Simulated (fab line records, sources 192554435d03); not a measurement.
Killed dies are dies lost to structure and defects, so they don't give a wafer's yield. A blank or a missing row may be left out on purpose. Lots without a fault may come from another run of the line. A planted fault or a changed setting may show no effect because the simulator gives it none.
Which tool did it? | flow n5_finfet | 12 lots, 36 wafers sampled, at 1 step of a route of 1938

WHAT THE GAUGES READ, wafer by wafer
N5_DUMMY_GATE_INSPECT_27: inspects for defects (brightfield).
lot  | measured    | on                | raw_defect_count
L075 | day 3 09:08 | defect_inspect-01 | 247 249 276
L077 | day 3 17:07 | defect_inspect-02 | 209 226 305
L079 | day 4 04:43 | defect_inspect-02 | 159 250 265
L081 | day 4 19:20 | defect_inspect-02 | 211 163 216
L083 | day 5 07:52 | defect_inspect-02 | 171 264 256
L085 | day 5 18:26 | defect_inspect-01 | 280 358 433
L087 | day 6 08:13 | defect_inspect-02 | 337 341 327
L089 | day 6 19:11 | defect_inspect-01 | 191 309 331
L091 | day 7 10:20 | defect_inspect-01 | 295 276 195
L093 | day 7 18:09 | defect_inspect-02 | 271 323 273
L095 | day 8 05:04 | defect_inspect-01 | 368 358 441
L097 | day 8 15:59 | defect_inspect-02 | 253 285 144

WHICH TOOL RAN EACH LOT (tool, then ch and the chambers of the sampled wafers, then the start)
The record holds no process step before these readings.

THE ANSWER, worked out from the rows above alone
Rule: what is usual is taken from the lots themselves. Put in order of their means at a reading, lots are off if they are a third of the lots or fewer, leave a main group of 4 or more, and stand apart from it by a gap of 3 or more times the standard deviation of the main group's means; of several such gaps the widest counts. A main group whose means are all the same, to the digits that the tables above print for the reading, isn't used. A lot without any number at a reading at which 4 lots or more have one is off too. The other lots that the step has rows for count as sound.
No lot is off at any reading shown: from this, nothing can be told.

WHAT THE SIMULATOR HAD PUT IN
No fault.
